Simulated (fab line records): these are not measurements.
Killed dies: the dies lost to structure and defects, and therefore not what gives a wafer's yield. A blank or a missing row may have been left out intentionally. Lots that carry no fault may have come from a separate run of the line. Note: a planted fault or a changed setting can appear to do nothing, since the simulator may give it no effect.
fab line records ; flow nand_harc
record: lots: 14; wafers: 42; last_day: 34
route steps=1302 shown A_CHANNEL_FILL_D1@513 A_DECK1_JOINT@544 A_ONON_D2@551 END@1302
lots that met no fault: taken from a fault-free run of the same line
start_h: the number of hours between the record's first day and the start of the first shown wafer of the lot ; wait_h: hours since the lot's step before ; " as in the row above ; L1.1+2: a single row standing in for several wafers ; - no value, or no start was given ; * or withheld: withheld ; < > ~ a bound
route shown NAME@n: NAME is a module with steps in the file, n the number in the route of the first one ; usual: average and standard deviation across the fault-free wafers ; same: alike in all rows ; chamber/n: place in a boat ; sites: each site's reading ; _std_site: how widely they spread, as a standard deviation ; _edge_site: the outer-site mean with the inner-site mean subtracted ; radius_mm: for every site, how far away it sits from the centre of the wafer ; mask NAME#n: copy n ; behind: the most recent tool/chamber to have shaped the wafer ; hold: why the lot went on hold/how many hours it stayed there/how the hold came to an end ; device: names the non-switching transistor (n, p or np) ; end of line: tests of these same wafers at the route's end ; for a step that has no rows: nothing shown but its recipe ; killed: count of dies lost to structure and defects at first sort (not the wafer's yield) ; map: dies across one wafer; x = killed, . = not, _ = none there
set.NAME: setting as actually run; set.NAME@STEP: the setting as run at that earlier step ; model.NAME: the simulator's own value behind a step, which no gauge read
the route's steps for a sample of lots (tables are steps, rows are wafers)
services: the hour from which a tool's chamber was out of use, counted from the record's first day as start_h (under 0 if before that day), plus the number of hours and why
== steps ==
step: NHARC_A_CHANNEL_FILL_D1_CMP_10
recipe: target_thk_nm: 150
usual: motor_current_A: 12.3/1.1; retaining_ring_pressure_frac: 1.001/0.0052; time_to_endpoint_s: 15.3/2.8
lot.wafer;tool;chamber;start_h;wait_h;motor_current_A;retaining_ring_pressure_frac;time_to_endpoint_s
L110.4;cmp-03;2;231.42;0.4;14.4;1.003;16.7
L110.2;cmp-03;3;231.42;0.4;12.6;0.992;14.5
L110.1;cmp-03;0;231.42;0.4;12.2;0.999;13.2
L112.2;cmp-03;3;251.54;0.4;12.3;0.999;16.1
L112.1;cmp-03;0;251.54;0.4;11.5;1.007;13.1
L112.4;cmp-03;1;251.54;0.4;12.6;1.000;10.8
L113.4;cmp-03;3;265.62;0.4;11.9;1.001;17.7
L113.2;cmp-03;0;265.62;0.4;11.4;0.999;13.1
L113.1;cmp-03;2;265.62;0.4;13.8;1.004;17.8
L120.1;cmp-04;0;338.07;0.4;11.4;1.008;16.9
L120.2;cmp-04;1;338.07;0.4;11.5;0.992;13.5
L120.6;cmp-04;2;338.07;0.4;13.8;0.998;12.5
L121.2;cmp-02;2;348.96;0.4;11.4;1.002;15.8
L121.3;cmp-02;3;348.96;0.4;12.1;1.002;17.0
L121.6;cmp-02;3;348.96;0.4;12.5;1.000;17.8
L122.3;cmp-03;2;348.96;0.4;14.1;1.010;17.0
L122.4;cmp-03;3;348.96;0.4;12.7;0.999;18.7
L122.1;cmp-03;0;348.96;0.4;11.9;0.999;16.3
L123.4;cmp-04;0;358.46;0.4;10.3;1.007;16.0
L123.6;cmp-04;1;358.46;0.4;11.6;1.003;17.2
L123.5;cmp-04;2;358.46;0.4;13.8;0.994;11.6
L128.2;cmp-02;1;413.37;0.4;12.5;0.997;18.6
L128.3;cmp-02;2;413.37;0.4;11.2;1.002;15.2
L128.5;cmp-02;1;413.37;0.4;12.8;0.998;21.0
L127.3;cmp-04;1;413.40;0.4;11.7;0.995;18.2
L127.2;cmp-04;2;413.40;0.4;14.7;1.003;16.0
L127.6;cmp-04;3;413.40;0.4;11.5;1.007;13.2
L130.1;cmp-03;2;429.35;0.4;14.1;0.999;16.0
L130.3;cmp-03;0;429.35;0.4;11.8;1.002;15.2
L130.4;cmp-03;1;429.35;0.4;13.0;1.000;16.3
L129.2;cmp-04;3;429.38;0.4;10.8;1.000;10.1
L129.3;cmp-04;1;429.38;0.4;11.6;0.993;13.9
L129.6;cmp-04;2;429.38;0.4;14.2;1.005;10.9
L131.4;cmp-04;3;442.25;0.4;11.7;0.997;14.7
L131.2;cmp-04;1;442.25;0.4;11.7;1.004;14.7
L131.5;cmp-04;2;442.25;0.4;13.6;0.989;13.9
L132.2;cmp-03;1;454.06;0.4;12.1;0.999;13.1
L132.4;cmp-03;2;454.06;0.4;13.8;0.998;17.2
L132.6;cmp-03;0;454.06;0.4;11.8;0.998;13.5
L133.3;cmp-03;1;473.90;0.4;12.4;0.999;12.6
L133.1;cmp-03;3;473.90;0.4;12.0;1.000;13.2
L133.5;cmp-03;0;473.90;0.4;11.6;0.999;12.1
step: NHARC_A_DECK1_JOINT_INSPECT_05
usual: raw_defect_count: 318/130
lot.wafer;tool;chamber;start_h;wait_h;raw_defect_count
L110.1;defect_inspect-02;-;264.98;0.0;498
L110.2;defect_inspect-02;-;264.98;0.0;378
L110.4;defect_inspect-02;-;264.98;0.0;319
L112.1;defect_inspect-02;-;287.77;0.0;208
L112.2;defect_inspect-02;-;287.77;0.0;137
L112.4;defect_inspect-02;-;287.77;0.0;281
L113.1;defect_inspect-02;-;298.69;0.0;365
L113.2;defect_inspect-02;-;298.69;0.0;135
L113.4;defect_inspect-02;-;298.69;0.0;204
L120.1;defect_inspect-02;-;382.04;0.0;216
L120.2;defect_inspect-02;-;382.04;0.0;185
L120.6;defect_inspect-02;-;382.04;0.0;371
L121.2;defect_inspect-01;-;388.33;0.0;263
L121.3;defect_inspect-01;-;388.33;0.0;359
L121.6;defect_inspect-01;-;388.33;0.0;395
L122.1;defect_inspect-02;-;388.33;0.0;395
L122.3;defect_inspect-02;-;388.33;0.0;514
L122.4;defect_inspect-02;-;388.33;0.0;398
L123.4;defect_inspect-01;-;388.50;0.0;283
L123.5;defect_inspect-01;-;388.50;0.0;288
L123.6;defect_inspect-01;-;388.50;0.0;376
L127.2;defect_inspect-02;-;448.40;0.0;259
L127.3;defect_inspect-02;-;448.40;0.0;285
L127.6;defect_inspect-02;-;448.40;0.0;260
L128.2;defect_inspect-01;-;448.40;0.0;283
L128.3;defect_inspect-01;-;448.40;0.0;234
L128.5;defect_inspect-01;-;448.40;0.0;283
L129.2;defect_inspect-02;-;464.25;0.0;284
L129.3;defect_inspect-02;-;464.25;0.0;461
L129.6;defect_inspect-02;-;464.25;0.0;323
L130.1;defect_inspect-02;-;464.27;0.0;229
L130.3;defect_inspect-02;-;464.27;0.0;255
L130.4;defect_inspect-02;-;464.27;0.0;337
L131.2;defect_inspect-02;-;480.76;0.0;332
L131.4;defect_inspect-02;-;480.76;0.0;647
L131.5;defect_inspect-02;-;480.76;0.0;423
L132.2;defect_inspect-01;-;486.58;0.0;271
L132.4;defect_inspect-01;-;486.58;0.0;231
L132.6;defect_inspect-01;-;486.58;0.0;198
L133.1;defect_inspect-01;-;510.04;0.0;148
L133.3;defect_inspect-01;-;510.04;0.0;230
L133.5;defect_inspect-01;-;510.04;0.0;222
step: NHARC_A_ONON_D2_DEP_09
recipe: target_thk_a: 10000; n2_flow_sccm: 2750; n2o_flow_sccm: 2000; nh3_flow_sccm: 500; sih4_flow_sccm: 210; temp_c: 400
lot.wafer;tool;chamber;start_h;wait_h
L110.1+2+4;pecvd_onon-01;0;266.78;0.1
L112.1+2+4;pecvd_onon-03;0;289.71;0.1
L113.1+2+4;pecvd_onon-03;0;300.46;0.1
L120.1+2+6;pecvd_onon-01;0;383.80;0.1
L122.1+3+4;pecvd_onon-01;0;390.10;0.1
L121.2+3+6;pecvd_onon-02;0;390.15;0.1
L123.4+5+6;pecvd_onon-03;0;390.45;0.2
L128.2+3+5;pecvd_onon-02;0;450.22;0.1
L127.2+3+6;pecvd_onon-03;0;450.22;0.1
L130.1+3+4;pecvd_onon-03;0;466.04;0.1
L129.2+3+6;pecvd_onon-01;0;466.08;0.1
L131.2+4+5;pecvd_onon-01;0;482.59;0.1
L132.2+4+6;pecvd_onon-01;0;488.40;0.1
L133.1+3+5;pecvd_onon-01;0;511.80;0.1
step: NHARC_A_ONON_D2_THK_MEAS_11
recipe: thk_meas_gauge: ellipsometry
usual: thk_nm: 997/7.9
lot.wafer;tool;chamber;start_h;wait_h;hold;thk_nm
L110.1;film_metro-01;-;267.29;-;-;996
L110.2;film_metro-01;-;267.29;-;-;994
L110.4;film_metro-01;-;267.29;-;-;995
L112.1;film_metro-02;-;290.21;-;-;1016
L112.2;film_metro-02;-;290.21;-;-;1015
L112.4;film_metro-02;-;290.21;-;-;1013
L113.1;film_metro-01;-;300.97;-;-;994
L113.2;film_metro-01;-;300.97;-;-;991
L113.4;film_metro-01;-;300.97;-;-;993
L120.1;film_metro-01;-;384.31;-;await_dispo/0.2h/release;1586
L120.2;film_metro-01;-;384.31;-;await_dispo/0.2h/release;1586
L120.6;film_metro-01;-;384.31;-;await_dispo/0.2h/release;1583
L120.1;film_metro-01;-;384.48;0.2;-;1583
L120.2;film_metro-01;-;384.48;0.2;-;1584
L120.6;film_metro-01;-;384.48;0.2;-;1585
L121.2;film_metro-01;-;390.60;-;-;1006
L121.3;film_metro-01;-;390.60;-;-;1004
L121.6;film_metro-01;-;390.60;-;-;1005
L122.1;film_metro-01;-;390.61;-;await_dispo/0.2h/release;1585
L122.3;film_metro-01;-;390.61;-;await_dispo/0.2h/release;1586
L122.4;film_metro-01;-;390.61;-;await_dispo/0.2h/release;1585
L122.1;film_metro-01;-;390.79;0.2;-;1585
L122.3;film_metro-01;-;390.79;0.2;-;1585
L122.4;film_metro-01;-;390.79;0.2;-;1587
L123.4;film_metro-01;-;390.79;-;-;994
L123.5;film_metro-01;-;390.79;-;-;994
L123.6;film_metro-01;-;390.79;-;-;992
L128.2;film_metro-02;-;450.67;-;-;1009
L128.3;film_metro-02;-;450.67;-;-;1008
L128.5;film_metro-02;-;450.67;-;-;1007
L127.2;film_metro-02;-;450.68;-;-;999
L127.3;film_metro-02;-;450.68;-;-;998
L127.6;film_metro-02;-;450.68;-;-;999
L129.2;film_metro-01;-;466.53;-;-;995
L129.3;film_metro-01;-;466.53;-;-;992
L129.6;film_metro-01;-;466.53;-;-;994
L130.1;film_metro-02;-;466.55;-;-;999
L130.3;film_metro-02;-;466.55;-;-;1000
L130.4;film_metro-02;-;466.55;-;-;998
L131.2;film_metro-01;-;483.04;-;-;986
L131.4;film_metro-01;-;483.04;-;-;987
L131.5;film_metro-01;-;483.04;-;-;987
L132.2;film_metro-02;-;488.86;-;-;994
L132.4;film_metro-02;-;488.86;-;-;993
L132.6;film_metro-02;-;488.86;-;-;993
L133.1;film_metro-01;-;512.31;-;-;994
L133.3;film_metro-01;-;512.31;-;-;997
L133.5;film_metro-01;-;512.31;-;-;996
step: NHARC_A_ONON_D2_THK_MEAS_14
recipe: thk_meas_gauge: ellipsometry
usual: thk_nm: 999/10
lot.wafer;tool;chamber;start_h;wait_h;thk_nm
L110.1;film_metro-01;-;267.86;-;993
L110.2;film_metro-01;-;267.86;-;994
L110.4;film_metro-01;-;267.86;-;994
L112.1;film_metro-02;-;290.78;-;1001
L112.2;film_metro-02;-;290.78;-;1001
L112.4;film_metro-02;-;290.78;-;1001
L113.1;film_metro-01;-;301.54;-;1009
L113.2;film_metro-01;-;301.54;-;1007
L113.4;film_metro-01;-;301.54;-;1007
L121.2;film_metro-02;-;391.17;-;1000
L121.3;film_metro-02;-;391.17;-;1000
L121.6;film_metro-02;-;391.17;-;1001
L123.4;film_metro-02;-;391.36;-;1014
L123.5;film_metro-02;-;391.36;-;1014
L123.6;film_metro-02;-;391.36;-;1013
L128.2;film_metro-02;-;451.24;-;996
L128.3;film_metro-02;-;451.24;-;997
L128.5;film_metro-02;-;451.24;-;998
L127.2;film_metro-01;-;451.25;-;993
L127.3;film_metro-01;-;451.25;-;993
L127.6;film_metro-01;-;451.25;-;992
L129.2;film_metro-01;-;467.11;-;988
L129.3;film_metro-01;-;467.11;-;989
L129.6;film_metro-01;-;467.11;-;989
L130.1;film_metro-02;-;467.12;-;985
L130.3;film_metro-02;-;467.12;-;983
L130.4;film_metro-02;-;467.12;-;985
L131.2;film_metro-01;-;483.61;-;999
L131.4;film_metro-01;-;483.61;-;999
L131.5;film_metro-01;-;483.61;-;1000
L132.2;film_metro-01;-;489.42;-;1013
L132.4;film_metro-01;-;489.42;-;1011
L132.6;film_metro-01;-;489.42;-;1013
L133.1;film_metro-02;-;512.87;-;997
L133.3;film_metro-02;-;512.87;-;998
L133.5;film_metro-02;-;512.87;-;998
step: NHARC_END_SORT_01
recipe: temp_c: 25
usual: defect_limited_yield: 91.3/2.2; killed_at_array: 55/15; killed_at_other: 1.0/1.2; killed_at_periphery: 3.4/2.2; killed_dies: 59/15; killed_open: 3.2/2; killed_short: 2.5/1.7
same: gross_dies: 677
lot.wafer;tool;chamber;start_h;wait_h;defect_limited_yield[%];killed_at_array;killed_at_other;killed_at_periphery;killed_dies;killed_open;killed_short
L123.4;prober-02;0;691.02;3.4;88.0;75;1;5;81;5;3
L123.5;prober-02;0;691.82;3.7;91.9;54;0;1;55;1;2
L123.6;prober-02;0;692.62;4.0;91.4;54;2;2;58;1;3
L132.2;prober-02;0;773.51;2.8;90.8;59;2;1;62;3;2
L132.4;prober-02;0;775.09;3.4;90.4;62;0;3;65;5;1
L132.6;prober-02;0;776.67;4.0;92.9;47;0;1;48;0;2
killed by level:class
L123.4 A_SLIT:chamber_film_flake=32 A_CHANNEL_HOLE_D2:chamber_film_flake=27 A_CHANNEL_HOLE_D1:chamber_film_flake=4 P_M1:geometric_particle:open=2 A_ONON_D2:geometric_particle:short=2 P_GATE:chamber_film_flake=2 A_WL_FILL:chamber_film_flake=2 A_CONTACT:chamber_film_flake=2
L123.5 A_SLIT:chamber_film_flake=28 A_CHANNEL_HOLE_D1:chamber_film_flake=8 A_CHANNEL_HOLE_D2:chamber_film_flake=6 A_STAIRCASE:chamber_film_flake=5 A_WL_FILL:chamber_film_flake=2 A_SOURCE_PLATE:geometric_particle:short=1 A_ONON_D2:geometric_particle:open=1 A_M1:geometric_particle:short=1
L123.6 A_SLIT:chamber_film_flake=24 A_CHANNEL_HOLE_D2:chamber_film_flake=10 A_WL_FILL:chamber_film_flake=5 A_CHANNEL_HOLE_D1:chamber_film_flake=4 A_STAIRCASE:chamber_film_flake=3 A_CONTACT:chamber_film_flake=3 THIN_TSV:chamber_film_flake=2 P_CONTACT:geometric_particle:short=1
L132.2 A_CHANNEL_HOLE_D2:chamber_film_flake=29 A_SLIT:chamber_film_flake=8 A_CONTACT:chamber_film_flake=8 A_CHANNEL_FILL_D1:chamber_film_flake=3 A_CHANNEL_HOLE_D1:unspecified=2 A_CHANNEL_HOLE_D1:chamber_film_flake=2 A_WL_FILL:chamber_film_flake=2 THIN_TSV:chamber_film_flake=2
L132.4 A_CHANNEL_HOLE_D2:chamber_film_flake=32 A_SLIT:chamber_film_flake=10 A_CONTACT:chamber_film_flake=6 A_CHANNEL_HOLE_D1:chamber_film_flake=5 A_CHANNEL_FILL_D1:chamber_film_flake=2 P_CONTACT:geometric_particle:open=1 P_M0:geometric_particle:open=1 A_SOURCE_PLATE:geometric_particle:open=1
L132.6 A_CHANNEL_HOLE_D2:chamber_film_flake=27 A_CONTACT:chamber_film_flake=10 A_SLIT:chamber_film_flake=5 A_CHANNEL_HOLE_D1:chamber_film_flake=3 A_CHANNEL_FILL_D1:geometric_particle:short=1 A_M0:geometric_particle:short=1 P_ZERO_WELL:chamber_film_flake=1
== services ==
tool;chamber;start_h;hours;kind
cmp-04;-;209.00;4.0;pm
cmp-02;-;209.40;0.3;repair
cmp-02;-;214.31;0.5;repair
pecvd_onon-03;-;227.00;13.0;pm
cmp-02;-;232.50;4.0;pm
cmp-02;-;244.03;2.5;repair
cmp-03;-;260.07;4.0;pm
cmp-02;-;267.86;2.9;repair
pecvd_onon-01;-;269.00;13.0;pm
cmp-03;-;288.05;0.2;repair
cmp-02;-;293.04;2.2;repair
cmp-04;-;303.81;1.5;repair
cmp-04;-;307.00;4.0;pm
cmp-03;-;314.39;0.6;repair
cmp-04;-;320.18;0.4;repair
cmp-04;-;323.20;1.7;repair
cmp-02;-;330.50;4.0;pm
cmp-03;-;358.07;4.0;pm
cmp-04;-;405.00;4.0;pm
pecvd_onon-03;-;408.00;13.0;pm
cmp-04;-;421.66;0.5;repair
pecvd_onon-01;-;450.00;13.0;pm
cmp-03;-;456.07;4.0;pm
cmp-04;-;503.00;4.0;pm
== key ==
first_sign: step: NHARC_A_ONON_D2_THK_MEAS_11; reading: visit; direction: added
effect: step: NHARC_A_ONON_D2_THK_MEAS_11; reading: thk_nm; direction: up; sigmas: 74; usual: 997; struck: 1585
met_at NHARC_A_ONON_D2_DEP_09
struck_lots L120,L122
struck_wafers L120.1,L120.2,L120.6,L122.1,L122.3,L122.4
scrapped_behind NHARC_A_ONON_D2_THK_MEAS_11 L120.1,L120.2,L120.6,L122.1,L122.3,L122.4
not_acting_at NHARC_A_CHANNEL_FILL_D1_CMP_10,NHARC_A_DECK1_JOINT_INSPECT_05,NHARC_A_ONON_D2_THK_MEAS_14
onset_between 266.78 383.80
fault: kind: process_parameter_drift; tool: pecvd_onon-01; chamber: 0; onset_h: 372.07; steps: NHARC_A_ONON_D2_DEP_09; channel: target_thk_a; offset: *; shape: step; end_h: 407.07; acts_in: *; stated: *
